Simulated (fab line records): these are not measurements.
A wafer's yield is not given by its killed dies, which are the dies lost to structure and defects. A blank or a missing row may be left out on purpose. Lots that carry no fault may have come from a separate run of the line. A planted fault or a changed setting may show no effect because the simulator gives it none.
The tool behind it: which one? ; flow n5-finfet ; 24 lots with 72 wafers sampled at 5 steps, on a route of 1938 steps

WHAT THE GAUGES READ, wafer by wafer
N5_BEOL_M4_INSPECT_13: inspects for defects (brightfield). Usual: raw-defect-count reads 449 (standard deviation 110).
lot;measured;on;raw-defect-count;flag
L074;day 7 10:40;defect-inspect-02;329 333 398;
L075;day 7 17:07;defect-inspect-01;302 287 548;
L076;day 7 18:17;defect-inspect-01;389 467 537;
L077;day 7 21:23;defect-inspect-01;604 606 472;
L078;day 8 07:57;defect-inspect-01;287 420 419;
L079;day 8 09:26;defect-inspect-01;557 503 455;
L080;day 8 13:35;defect-inspect-02;466 388 532;
L081;day 9 07:52;defect-inspect-01;522 421 462;
L082;day 9 19:05;defect-inspect-02;312 394 506;
L083;day 9 22:32;defect-inspect-02;391 483 455;
L084;day 10 00:10;defect-inspect-02;372 529 536;
L085;day 10 00:39;defect-inspect-01;367 369 384;
L086;day 10 12:20;defect-inspect-02;384 307 517;
L088;day 10 12:38;defect-inspect-02;352 387 376;
L087;day 10 13:43;defect-inspect-02;426 431 359;
L089;day 11 07:08;defect-inspect-02;513 359 571;
L090;day 11 17:47;defect-inspect-02;514 570 478;
L091;day 11 22:22;defect-inspect-01;442 446 258;
L092;day 12 00:44;defect-inspect-01;395 368 580;
L093;day 12 09:25;defect-inspect-02;514 385 535;
L094;day 12 13:36;defect-inspect-01;478 498 533;
L095;day 12 16:57;defect-inspect-02;440 384 278;
L096;day 12 23:50;defect-inspect-02;671 619 803;
L097;day 13 02:37;defect-inspect-02;322 374 522;

EACH LOT AND THE TOOL THAT RAN IT (in order: tool; ch and the chambers of the sampled wafers; start)
lot;N5_BEOL_M3_SPUTTER_88;N5_BEOL_M3_ANNEAL_89;N5_BEOL_M3_SPUTTER_92;N5_BEOL_M4_PECVD_72
L074;pvd-sputter-02, day 7 07:26;pvd-sputter-02, day 7 07:31;pvd-sputter-02, day 7 07:53;pecvd-04 ch 0,1,2, day 7 09:32
L075;pvd-sputter-03, day 7 12:37;pvd-sputter-03, day 7 12:42;pvd-sputter-03, day 7 13:04;pecvd-02 ch 0,1,2, day 7 14:46
L076;pvd-sputter-03, day 7 15:38;pvd-sputter-03, day 7 15:43;pvd-sputter-03, day 7 16:05;pecvd-04 ch 1,2, day 7 17:44
L077;pvd-sputter-03, day 7 17:49;pvd-sputter-03, day 7 17:54;pvd-sputter-03, day 7 18:16;pecvd-02 ch 1,2, day 7 19:55
L078;pvd-sputter-02, day 8 04:49;pvd-sputter-02, day 8 04:54;pvd-sputter-02, day 8 05:16;pecvd-04 ch 1,2, day 8 06:55
L079;pvd-sputter-02, day 8 06:40;pvd-sputter-02, day 8 06:44;pvd-sputter-02, day 8 07:06;pecvd-02 ch 0,1, day 8 08:46
L080;pvd-sputter-02, day 8 10:01;pvd-sputter-02, day 8 10:06;pvd-sputter-02, day 8 10:28;pecvd-03 ch 0,1,2, day 8 12:08
L081;pvd-sputter-02, day 9 03:37;pvd-sputter-02, day 9 03:42;pvd-sputter-02, day 9 04:04;pecvd-03 ch 0,1,2, day 9 05:43
L082;pvd-sputter-01, day 9 16:16;pvd-sputter-01, day 9 16:21;pvd-sputter-01, day 9 16:43;pecvd-04 ch 0,1,2, day 9 18:23
L083;pvd-sputter-02, day 9 19:38;pvd-sputter-02, day 9 19:43;pvd-sputter-02, day 9 20:05;pecvd-04 ch 0,1,2, day 9 21:45
L084;pvd-sputter-03, day 9 20:34;pvd-sputter-03, day 9 20:38;pvd-sputter-03, day 9 21:00;pecvd-03 ch 0,1, day 9 22:49
L085;pvd-sputter-01, day 9 20:41;pvd-sputter-01, day 9 20:46;pvd-sputter-01, day 9 21:08;pecvd-03 ch 0,1, day 9 23:32
L086;pvd-sputter-03, day 10 06:52;pvd-sputter-03, day 10 06:57;pvd-sputter-03, day 10 07:19;pecvd-04 ch 0,1,2, day 10 08:59
L088;pvd-sputter-01, day 10 08:59;pvd-sputter-01, day 10 09:04;pvd-sputter-01, day 10 09:25;pecvd-04 ch 0,2, day 10 11:07
L087;pvd-sputter-01, day 10 10:49;pvd-sputter-01, day 10 10:54;pvd-sputter-01, day 10 11:16;pecvd-03 ch 0,1, day 10 13:05
L089;pvd-sputter-02, day 11 03:27;pvd-sputter-02, day 11 03:32;pvd-sputter-02, day 11 03:53;pecvd-04 ch 0,1, day 11 05:49
L090;pvd-sputter-03, day 11 12:43;pvd-sputter-03, day 11 12:47;pvd-sputter-03, day 11 13:09;pecvd-02 ch 0,2, day 11 14:48
L091;pvd-sputter-03, day 11 17:46;pvd-sputter-03, day 11 17:51;pvd-sputter-03, day 11 18:13;pecvd-03 ch 0,2, day 11 19:53
L092;pvd-sputter-03, day 11 20:52;pvd-sputter-03, day 11 20:57;pvd-sputter-03, day 11 21:19;pecvd-04 ch 0,1,2, day 11 22:59
L093;pvd-sputter-02, day 12 05:15;pvd-sputter-02, day 12 05:20;pvd-sputter-02, day 12 05:41;pecvd-02 ch 0,2, day 12 07:34
L094;pvd-sputter-03, day 12 10:38;pvd-sputter-03, day 12 10:43;pvd-sputter-03, day 12 11:05;pecvd-02 ch 0,1,2, day 12 12:52
L095;pvd-sputter-02, day 12 13:41;pvd-sputter-02, day 12 13:46;pvd-sputter-02, day 12 14:08;pecvd-03 ch 0,2, day 12 15:47
L096;pvd-sputter-02, day 12 20:50;pvd-sputter-02, day 12 20:55;pvd-sputter-02, day 12 21:17;pecvd-02 ch 1,2, day 12 22:57
L097;pvd-sputter-01, day 12 21:41;pvd-sputter-01, day 12 21:46;pvd-sputter-01, day 12 22:07;pecvd-04 ch 0,1, day 12 23:53
- N5_BEOL_M3_SPUTTER_88: material Cu, target thk 4.5 nm, time 8.29 s.
- N5_BEOL_M3_ANNEAL_89: time 240 s.
- N5_BEOL_M3_SPUTTER_92: material Cu, target thk 4.5 nm, time 8.29 s.
- N5_BEOL_M4_PECVD_72: deposits SiO2 from TEOS/O2, target thk 16 nm, time 18 s.

AS READ BY THE TOOLS THEMSELVES (means over the sampled wafers that have a number; for cases with no such wafer, the mark the record gives instead)
N5_BEOL_M3_SPUTTER_88. Usual: chamber-pressure-pa 0.07 Pa, standard deviation 0.00013; throttle-valve-pct 29.8 %, standard deviation 0.74.
lot;tool;chamber-pressure-pa (Pa);throttle-valve-pct (%);flag
L074;pvd-sputter-02;0.07;29.4;
L075;pvd-sputter-03;0.07;30.6;
L076;pvd-sputter-03;0.07;30.7;
L077;pvd-sputter-03;0.07;30.8;
L078;pvd-sputter-02;0.07;29.2;
L079;pvd-sputter-02;0.07;29.6;
L080;pvd-sputter-02;0.07;29.9;
L081;pvd-sputter-02;0.07;30.0;
L082;pvd-sputter-01;0.07;29.3;
L083;pvd-sputter-02;0.07;29.7;
L084;pvd-sputter-03;0.07;30.0;
L085;pvd-sputter-01;0.07;29.2;
L086;pvd-sputter-03;0.07;30.3;
L088;pvd-sputter-01;0.07;29.4;
L087;pvd-sputter-01;0.07;29.4;
L089;pvd-sputter-02;0.07;29.7;
L090;pvd-sputter-03;0.07;29.7;
L091;pvd-sputter-03;0.07;30.5;
L092;pvd-sputter-03;0.07;30.6;
L093;pvd-sputter-02;0.07;30.2;
L094;pvd-sputter-03;0.07;30.2;
L095;pvd-sputter-02;0.07;30.0;
L096;pvd-sputter-02;0.07;29.5;
L097;pvd-sputter-01;0.07;29.5;

N5_BEOL_M3_ANNEAL_89. Usual: heater-power-w reads 830 W (standard deviation 41).
lot;tool;heater-power-w (W);flag
L074;pvd-sputter-02;816;
L075;pvd-sputter-03;852;
L076;pvd-sputter-03;837;
L077;pvd-sputter-03;864;
L078;pvd-sputter-02;861;
L079;pvd-sputter-02;825;
L080;pvd-sputter-02;851;
L081;pvd-sputter-02;804;
L082;pvd-sputter-01;845;
L083;pvd-sputter-02;828;
L084;pvd-sputter-03;831;
L085;pvd-sputter-01;826;
L086;pvd-sputter-03;829;
L088;pvd-sputter-01;825;
L087;pvd-sputter-01;829;
L089;pvd-sputter-02;817;
L090;pvd-sputter-03;809;
L091;pvd-sputter-03;860;
L092;pvd-sputter-03;853;
L093;pvd-sputter-02;821;
L094;pvd-sputter-03;840;
L095;pvd-sputter-02;815;
L096;pvd-sputter-02;850;
L097;pvd-sputter-01;832;

N5_BEOL_M3_SPUTTER_92. Usual: chamber-pressure-pa 0.07 Pa, standard deviation 0.00013; throttle-valve-pct 29.8 %, standard deviation 0.78.
lot;tool;chamber-pressure-pa (Pa);throttle-valve-pct (%);flag
L074;pvd-sputter-02;0.07;29.3;
L075;pvd-sputter-03;0.07;30.6;
L076;pvd-sputter-03;0.07;30.7;
L077;pvd-sputter-03;0.07;30.8;
L078;pvd-sputter-02;0.07;29.2;
L079;pvd-sputter-02;0.07;29.7;
L080;pvd-sputter-02;0.07;29.8;
L081;pvd-sputter-02;0.07;29.8;
L082;pvd-sputter-01;0.07;29.2;
L083;pvd-sputter-02;0.07;29.7;
L084;pvd-sputter-03;0.07;29.9;
L085;pvd-sputter-01;0.07;29.2;
L086;pvd-sputter-03;0.07;30.3;
L088;pvd-sputter-01;0.07;29.3;
L087;pvd-sputter-01;0.07;29.6;
L089;pvd-sputter-02;0.07;29.5;
L090;pvd-sputter-03;0.07;29.7;
L091;pvd-sputter-03;0.07;30.5;
L092;pvd-sputter-03;0.07;30.4;
L093;pvd-sputter-02;0.07;30.3;
L094;pvd-sputter-03;0.07;30.3;
L095;pvd-sputter-02;0.07;29.9;
L096;pvd-sputter-02;0.07;29.5;
L097;pvd-sputter-01;0.07;29.5;

N5_BEOL_M4_PECVD_72. Usual: heater-power-w 715 W, standard deviation 100; showerhead-plenum-p-Torr 8.79 Torr, standard deviation 0.051; throttle-valve-pct 22.5 %, standard deviation 1.2.
lot;tool;heater-power-w (W);showerhead-plenum-p-Torr (Torr);throttle-valve-pct (%);flag
L074;pecvd-04;741;8.83;22.1;
L075;pecvd-02;689;8.72;22.3;
L076;pecvd-04;701;8.84;22.6;
L077;pecvd-02;668;8.70;21.7;
L078;pecvd-04;667;8.84;22.6;
L079;pecvd-02;789;8.75;22.9;
L080;pecvd-03;662;8.80;22.9;
L081;pecvd-03;704;8.79;23.1;
L082;pecvd-04;727;8.82;22.2;
L083;pecvd-04;744;8.83;22.4;
L084;pecvd-03;738;8.79;23.0;
L085;pecvd-03;634;8.81;23.6;
L086;pecvd-04;766;8.84;22.2;
L088;pecvd-04;834;8.82;22.0;
L087;pecvd-03;781;8.78;22.9;
L089;pecvd-04;718;8.83;22.7;
L090;pecvd-02;652;8.71;21.6;
L091;pecvd-03;680;8.76;21.4;
L092;pecvd-04;684;8.83;22.3;
L093;pecvd-02;699;8.75;22.5;
L094;pecvd-02;721;8.75;22.5;
L095;pecvd-03;737;8.77;21.3;
L096;pecvd-02;625;8.71;21.9;
L097;pecvd-04;786;8.81;22.5;

THE ANSWER, worked out from the rows above alone
Rule: a lot is off if the mean of its wafers that have a number lies more than 3 standard deviations from the usual mean. A lot without any number at a reading at which 4 lots or more have one is off too. Where the step has rows for the other lots, those lots are counted as sound. The gauges are gone through in route order, then the tools' own readings, and for those a lot's mean is taken as printed above. The first step at which some lot is off is used, and at that step the reading that is off furthest; a lot without a number counts as furthest.
No lot is off on any of the readings shown, so nothing can be concluded from this.

WHAT THE SIMULATOR HAD PUT IN
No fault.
